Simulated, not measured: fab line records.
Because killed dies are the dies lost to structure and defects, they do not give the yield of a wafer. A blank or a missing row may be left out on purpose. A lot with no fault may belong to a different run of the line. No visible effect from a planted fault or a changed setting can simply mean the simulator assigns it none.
8D (eight disciplines) problem report, filled in by code ; flow nand_harc ; the parts of the form that need people (team, actions taken, sign-off) are left out

1. THE PROBLEM
Mean of thk_nm at NHARC_A_ONON_D1_THK_MEAS_30: 634 nm across 3 wafers in 3 lots; on wafers with no fault it is 1002 nm (standard deviation 9.8). Measured from the usual mean, that is -38 standard deviations.
The step: measures by ellipsometry.
Seen first at day 12 11:53 on film_metro-02, wafer L271.4. At this step, 41 wafers from 14 lots have a number in the record. Rule for "out" (also "out of limits"): further than 4 standard deviations from the usual mean. The rest of the wafers with a number are treated as sound.

2. WHAT IT IS; WHAT IT IS NOT
question;is;is not
which readings at this step;thk_nm;-
which lots;L271, L272, L274;L261, L262, L263, L275, L276, L277, L279, L280, L281, L283, L284
which wafers of those lots;L271.4, L272.4, L274.4;L271.2, L272.2, L272.3, L274.3, L274.6
read on which gauges;film_metro-01, film_metro-02;-
when;from day 12 11:53;"up to then (10 sound wafers); but 28 sound wafers of L272, L274, L275, L276, L277, L279, L280, L281, L283, L284 came after"

3. SUSPECTS, AND WHAT RULES EACH OUT
Counting: any tool at a process step up to the reading remains a suspect provided it ran every lot that is out. Sound lots after the first of them don't rule it out here, since some wafers of a struck lot are sound.
- the gauge at NHARC_A_ONON_D1_THK_MEAS_30 is ruled out. Those wafers that are out were read across 2 gauges (film_metro-01, film_metro-02).
- pecvd_onon-03 at NHARC_A_ONON_D1_DEP_28 (target thk 1000 nm): kept. Ran every lot that is out, first one L271 (day 12 11:26); last sound lot up to then L263 (day 9 06:49).
The count leaves pecvd_onon-03 at NHARC_A_ONON_D1_DEP_28.

4. THE CAUSE (what the simulator had put in)
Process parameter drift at NHARC_A_ONON_D1_DEP_28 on pecvd_onon-03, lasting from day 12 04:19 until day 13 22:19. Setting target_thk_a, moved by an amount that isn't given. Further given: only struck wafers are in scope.
The count eliminated every tool but this one.

5. THE CHAIN OF EFFECTS, in route order
Each row: a reading where the mean over the struck wafers with a number is more than 3 standard deviations away from the usual. Scope: only readings with a usual standard deviation given in the record; hours: median across lots of the time from each lot's start at the first step in this table that gives one to its start at this step; sigmas: change in usual standard deviations.
hours;step;reading;usual;on struck wafers;change;sigmas
0;NHARC_A_ONON_D1_THK_MEAS_30;thk_nm;1002 nm;634;-368;-38
409;NHARC_END_SORT_01;killed_at_array;58;669;+611;+31
409;NHARC_END_SORT_01;killed_dies;63;677;+614;+31

6. HOW IT WOULD HAVE BEEN CAUGHT EARLIER
In this record the first reading out of limits at a measuring or inspecting step was taken at day 12 11:53, 8 hours after the fault began at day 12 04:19.
L272, L274, from the lots that are out (3), started NHARC_A_ONON_D1_DEP_28 on pecvd_onon-03 later than day 12 11:53. A hold on the tool at that time would have spared those 2.
